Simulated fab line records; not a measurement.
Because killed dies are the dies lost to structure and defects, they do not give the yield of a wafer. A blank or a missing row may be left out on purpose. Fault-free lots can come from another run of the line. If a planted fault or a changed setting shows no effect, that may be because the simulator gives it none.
Comparing a struck lot with a sound one || flow nand harc || 16 steps out of a route of 1302
Sound: wafers L932.2, L932.3, L932.5. The struck wafers were L938.3, L938.5, L938.6. The cause comes at the end.
For every step that has rows: the tool of each side, followed by ch and its chambers, followed by its first start. Under that, the readings that differ: sound wafers || struck wafers || difference of the means || sigmas: that difference in standard deviations of wafers without a fault.
alike: readings with means less than 2 such deviations apart, plus words and numbers identical on both sides. not compared: withheld readings, readings lacking a value on some wafer, bounds such as >300 that could conceal the same value, and numbers that have no deviation in the record and whose values overlap.
Wherever a step has rows on one side only, a row that says differs or no value, or a row with sigmas, the two part there. Numbers that don't overlap but have no deviation are shown without sigmas and don't part them. A reading missing from all wafers of one side parts the sides only when that side holds two or more wafers.

NHARC_A_CHANNEL_HOLE_D1_ETCH_44: etches the open film in CF4/O2, target depth 140 nm, overetch 14 nm, time 77 s.
  sound on rie diel-09 ch 0,2,3, day 9 23:32; struck on rie diel-09 ch 1,2,3, day 11 23:14
  alike: drypump motor current A, o2 flow sccm, oes product au, rf vpp V, showerhead plenum p Torr, throttle valve pct
  not compared: rf hours counter h
then, 3 steps without rows for these wafers: NHARC_A_CHANNEL_HOLE_D1_STRIP_27 (strips in O2); NHARC_A_CHANNEL_HOLE_D1_PRECLEAN_28 (cleans in SC1); NHARC_A_CHANNEL_HOLE_D1_SRD_29.
NHARC_A_CHANNEL_HOLE_D1_CD_MEAS_30:
  sound on cd sem-01, day 10 00:20; struck on cd sem-02, day 12 00:02
  alike: cd nm
NHARC_A_CHANNEL_HOLE_D1_XSEM_31:
  sound on xsem-02 ch 0, day 10 00:26; struck on xsem-02 ch 0, day 12 00:08
  alike: bot cd nm, bow nm, tilt deg
NHARC_A_CHANNEL_HOLE_D1_INSPECT_40:
  sound on defect inspect-02, day 10 00:31; struck on defect inspect-01, day 12 00:13
{"reading": "raw defect count", "sound": "122 111 130", "struck": "57 24 60", "difference": -74, "sigmas": -3}
then, 2 steps without rows for these wafers: NHARC_A_CHANNEL_FILL_D1_PRECLEAN_00 (cleans in SC1); NHARC_A_CHANNEL_FILL_D1_SRD_01.
NHARC_A_CHANNEL_FILL_D1_ALD_02: deposits SiO2, target thk 6 nm, pulse time 10 s, ald cycles 60.
  sound on ald hk-01 ch 0,1,2, day 10 01:07; struck on ald hk-01 ch 0,1,3, day 12 00:43
  alike: ald cycles, heater power w, precursor pulse height rel
NHARC_A_CHANNEL_FILL_D1_ALD_03: deposits SiNx, target thk 6 nm, pulse time 60 s, ald cycles 58.
  sound on ald sin batch-01 ch 0; struck on ald sin batch-01 ch 0
  alike: ald cycles, precursor pulse height rel
NHARC_A_CHANNEL_FILL_D1_ALD_14: deposits SiO2, target thk 2.5 nm, pulse time 10 s, ald cycles 25.
  sound on ald hk-01 ch 0,2, day 10 08:03; struck on ald hk-03 ch 0,1,2, day 12 08:00
  alike: ald cycles, heater power w, precursor pulse height rel
NHARC_A_CHANNEL_FILL_D1_ALD_15: deposits SiNx, target thk 2 nm, pulse time 60 s, ald cycles 19.
  sound on ald sin batch-03 ch 0, day 10 11:10; struck on ald sin batch-03 ch 0, day 12 11:01
{"reading": "ald cycles", "sound": "19 19 19", "struck": "24 24 24", "difference": "+5", "sigmas": ""}
  alike: precursor pulse height rel
NHARC_A_CHANNEL_FILL_D1_ALD_16: deposits SiO2, target thk 1.5 nm, pulse time 10 s, ald cycles 15.
  sound on ald hk-01 ch 0,1,2, day 10 13:17; struck on ald hk-02 ch 0,2,3, day 12 13:05
  alike: heater power w, precursor pulse height rel
then, 1 step without rows for these wafers: NHARC_A_CHANNEL_FILL_D1_ANNEAL_17 (time 1800 s).
-- the record jumps here: 15 days lie between the struck wafers' starts before and after (it left off in module A_CHANNEL_FILL_D1 and takes up again in module END, whose first step shown is number 1302 of the route) --
NHARC_END_SORT_01:
  only the struck wafers appear in the record here, on prober-02 ch 0 at day 27 15:06; the sound ones have no rows

== WHERE THEY PART ==
First at NHARC_A_CHANNEL_HOLE_D1_INSPECT_40; last, within this record, at NHARC_END_SORT_01.

WHY: what had been put in by the simulator
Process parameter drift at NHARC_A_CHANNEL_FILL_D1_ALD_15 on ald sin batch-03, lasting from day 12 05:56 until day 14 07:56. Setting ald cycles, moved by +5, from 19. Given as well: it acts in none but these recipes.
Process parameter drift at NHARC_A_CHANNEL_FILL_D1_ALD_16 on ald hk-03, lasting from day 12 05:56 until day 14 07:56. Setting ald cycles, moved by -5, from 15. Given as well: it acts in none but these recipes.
